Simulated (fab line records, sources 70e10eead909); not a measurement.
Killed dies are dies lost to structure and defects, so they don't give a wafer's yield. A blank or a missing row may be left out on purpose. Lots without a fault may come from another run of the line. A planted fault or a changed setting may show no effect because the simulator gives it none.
A struck lot beside a sound one | flow nand_harc | 39 steps out of a route of 1302
Sound: wafers L541.2, L541.3, L541.5. Struck: wafers L548.3, L548.4, L548.5. The cause comes at the end.
At each step with rows: each side's tool, then ch and its chambers, then its first start. Under that, the readings that differ: sound wafers | struck wafers | difference of the means | sigmas: that difference in standard deviations of wafers without a fault.
alike: readings whose means differ by less than 2 such deviations, and words and numbers that are the same on both sides. not compared: withheld readings, readings that some wafer has no value for, bounds like >300 that may hide the same value, and numbers for which the record gives no deviation and whose values overlap.
The two part at a step that has a row with sigmas, a row that says differs or no value, or rows on one side only. Numbers that don't overlap but have no deviation are shown without sigmas and don't part them. A reading that every wafer of one side lacks parts them only if that side has two wafers or more.

NHARC_P_M1_OVL_MEAS_10: pitch 260 nm.
  sound on overlay-02, day 8 22:36; struck on overlay-01, day 11 17:42
  alike: overlay_x_nm, overlay_y_nm
NHARC_P_M1_INSPECT_11:
  sound on defect_inspect-01, day 8 22:38; struck on defect_inspect-01, day 11 17:44
  alike: raw_defect_count
then, 3 steps without rows for these wafers: NHARC_P_M1_DESCUM_14 (chemistry O2, time 3 s); NHARC_P_M1_ETCH_35 (etches the open film in N2/H2, target depth 40 nm, overetch 12 nm, time 43.94 s); NHARC_P_M1_ETCH_15 (etches the open film in C4F8/Ar, target depth 182.5 nm, time 91.2 s).
NHARC_P_M1_CD_MEAS_16:
  sound on cd_sem-01, day 8 23:01; struck on cd_sem-03, day 11 18:12
  alike: cd_nm
NHARC_P_M1_STRIP_18: strips in N2/H2.
  sound on rie_diel-13 ch 2,3, day 8 23:05; struck on rie_diel-13 ch 0,1, day 11 18:16
  reading                         | sound          | struck         | difference | sigmas
  showerhead_plenum_p_Torr (Torr) | 1.90 2.03 2.03 | 2.19 2.19 2.14 | +0.19      | +2
  alike: drypump_motor_current_A, n2_flow_sccm, oes_product_au, rf_vpp_V, throttle_valve_pct
  not compared: rf_hours_counter_h
NHARC_P_M1_ETCH_28: etches the open film in CF4/N2, target depth 30 nm, time 72.99 s.
  sound on rie_diel-13 ch 2,3; struck on rie_diel-13 ch 0,3
  alike: drypump_motor_current_A, n2_flow_sccm, oes_product_au, rf_vpp_V, showerhead_plenum_p_Torr, throttle_valve_pct
  not compared: rf_hours_counter_h
then, 4 steps without rows for these wafers: NHARC_P_M1_STRIP_19 (strips in post etch residue remover, time 600 s); NHARC_P_M1_DEGAS_29 (time 60 s); NHARC_P_M1_PRE_CLEAN_30 (time 30 s); NHARC_P_M1_PVD_20 (deposits TaN, target thk 5 nm, time 8.06 s).
NHARC_P_M1_PVD_21: deposits Cu, target thk 30 nm, time 20.49 s.
  sound on pvd_sputter-02, day 8 23:57; struck on pvd_sputter-02, day 11 19:13
  alike: cathode_dc_power_W, throttle_valve_pct
then, 2 steps without rows for these wafers: NHARC_P_M1_ECD_22 (material Cu, target thk 400 nm); NHARC_P_M1_ANNEAL_31 (time 90 s).
NHARC_P_M1_CMP_23: polishes, t overpolish 20 s, target thk 157.82 nm.
  sound on cmp-03 ch 0,1, day 9 00:50; struck on cmp-03 ch 0,2,3, day 11 20:05
  alike: motor_current_A, time_to_endpoint_s
then, 13 steps without rows for these wafers: NHARC_P_M1_SRD_25; NHARC_P_M1_PRE_CLEAN_32 (time 12 s); NHARC_P_M1_DEP_33 (deposits SiCN, target thk 30 nm); NHARC_P_M2_DEP_00 (deposits SiOC, target thk 182.5 nm); NHARC_P_M2_DEHYDRATE_01 (time 120 s); NHARC_P_M2_HMDS_02 (time 30 s); NHARC_P_M2_COAT_34 (time 65 s); NHARC_P_M2_COAT_03 (resist thk 90 nm); NHARC_P_M2_SOFTBAKE_04 (time 55 s); NHARC_P_M2_EBR_05; NHARC_P_M2_EXPOSE_06 (exposes mask P M2, target cd 170 nm); NHARC_P_M2_PEB_07 (peb time 65 s); NHARC_P_M2_DEVELOP_08 (develop time 35 s).
NHARC_P_M2_CD_MEAS_09: target cd 170 nm.
  sound on cd_sem-01 ch 0, day 9 02:41; struck on cd_sem-02 ch 0, day 11 21:49
  alike: cd_nm
NHARC_P_M2_OVL_MEAS_10: pitch 340 nm.
  sound on overlay-02, day 9 02:46; struck on overlay-01, day 11 21:54
  alike: overlay_x_nm, overlay_y_nm
NHARC_P_M2_DESCUM_14: chemistry O2, time 3 s.
  sound on rie_diel-10 ch 0,2, day 9 02:52; struck on rie_diel-10 ch 0,1,2, day 11 22:01
  reading               | sound             | struck            | difference | sigmas
  oes_product_au (a.u.) | 1.008 1.002 1.007 | 0.988 0.989 0.994 | -0.015     | -2
  alike: drypump_motor_current_A, rf_vpp_V, showerhead_plenum_p_Torr, throttle_valve_pct
  not compared: rf_hours_counter_h
then, 2 steps without rows for these wafers: NHARC_P_M2_ETCH_35 (etches the open film in N2/H2, target depth 40 nm, overetch 12 nm, time 43.94 s); NHARC_P_M2_ETCH_15 (etches the open film in C4F8/Ar, target depth 182.5 nm, time 91.2 s).
NHARC_P_M2_CD_MEAS_16:
  sound on cd_sem-02, day 9 03:10; struck on cd_sem-03, day 11 22:18
  alike: cd_nm
NHARC_P_M2_STRIP_18: strips in N2/H2.
  sound on rie_diel-11 ch 1,2,3, day 9 03:17; struck on rie_diel-10 ch 1,2,3, day 11 22:24
  alike: drypump_motor_current_A, n2_flow_sccm, oes_product_au, rf_vpp_V, showerhead_plenum_p_Torr, throttle_valve_pct
  not compared: rf_hours_counter_h
then, 2 steps without rows for these wafers: NHARC_P_M2_ETCH_28 (etches the open film in CF4/N2, target depth 30 nm, time 72.99 s); NHARC_P_M2_STRIP_19 (strips in post etch residue remover, time 600 s).
-- the record jumps here: 18 days lie between the struck wafers' starts before and after (it left off in module P_M2 and takes up again in module END, whose first step shown is number 1302 of the route) --
NHARC_END_SORT_01:
  the record has rows for the struck wafers here (prober-01 ch 0, day 30 03:56) and none for the sound ones

WHERE THEY PART
First at NHARC_P_M1_STRIP_18; last, within this record, at NHARC_END_SORT_01.

WHY: what the simulator had put in
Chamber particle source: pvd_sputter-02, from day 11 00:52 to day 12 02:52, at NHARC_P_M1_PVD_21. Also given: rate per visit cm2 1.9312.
